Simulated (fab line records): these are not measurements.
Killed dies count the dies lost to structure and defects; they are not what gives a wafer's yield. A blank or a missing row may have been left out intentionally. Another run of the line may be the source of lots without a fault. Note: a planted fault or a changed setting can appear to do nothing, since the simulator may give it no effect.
Matching of chambers	flow n5 finfet	cmp-04 running N5_BEOL_M0_CMP_120: 4 sister chambers
The step polishes, stops on SiOC, t overpolish 6.9 s. 8 wafers are shown with their chamber, then 10 later ones without.

EACH WAFER AND ITS CHAMBER
wafer	chamber	motor current A (A)	time to endpoint s (s)
L079.3	3	6.5	64
L084.1	3	6.5	65
L086.4	0	5.3	57
L087.5	1	5.5	56
L090.4	0	4.9	60
L090.6	2	5.0	62
L093.1	1	5.2	59
L093.2	2	4.8	62

WAFERS WITH NO CHAMBER GIVEN
wafer	motor current A (A)	time to endpoint s (s)
L093.5	5.5	60
L095.1	5.0	60
L095.3	6.7	64
L095.5	5.3	56
L096.1	5.1	59
L096.2	4.9	59
L096.3	6.8	64
L097.2	5.4	58
L097.4	4.7	61
L097.6	5.1	57

WHICH CHAMBER EACH ONE RAN IN
wafer	from the rows above	in truth
L093.5	can't be placed: 1 or 0 or 2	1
L095.1	can't be placed: 0 or 2 or 1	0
L095.3	3	3
L095.5	can't be placed: 1 or 0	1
L096.1	can't be placed: 0 or 1 or 2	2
L096.2	can't be placed: 0 or 2 or 1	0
L096.3	3	3
L097.2	can't be placed: 1 or 0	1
L097.4	can't be placed: 2 or 0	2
L097.6	can't be placed: 0 or 1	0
2 of 10 placed correctly. Not placeable from these rows: 8 (in 8, the candidates include the true chamber). Placed wrongly: 0.
How it was worked out, from the rows above alone: a wafer's distance from a chamber is the root of the sum, over the readings, of the square of ((its reading less the chamber's mean) divided by the reading's scatter). The wafer belongs to the nearest chamber; if the next one is less than 2 further off, it can't be placed. The mean given for a chamber averages the wafers shown for that chamber. The scatter is the square root of a quotient: the sum, over the shown wafers, of each reading's squared deviation from its chamber's mean, divided by wafers minus chambers.
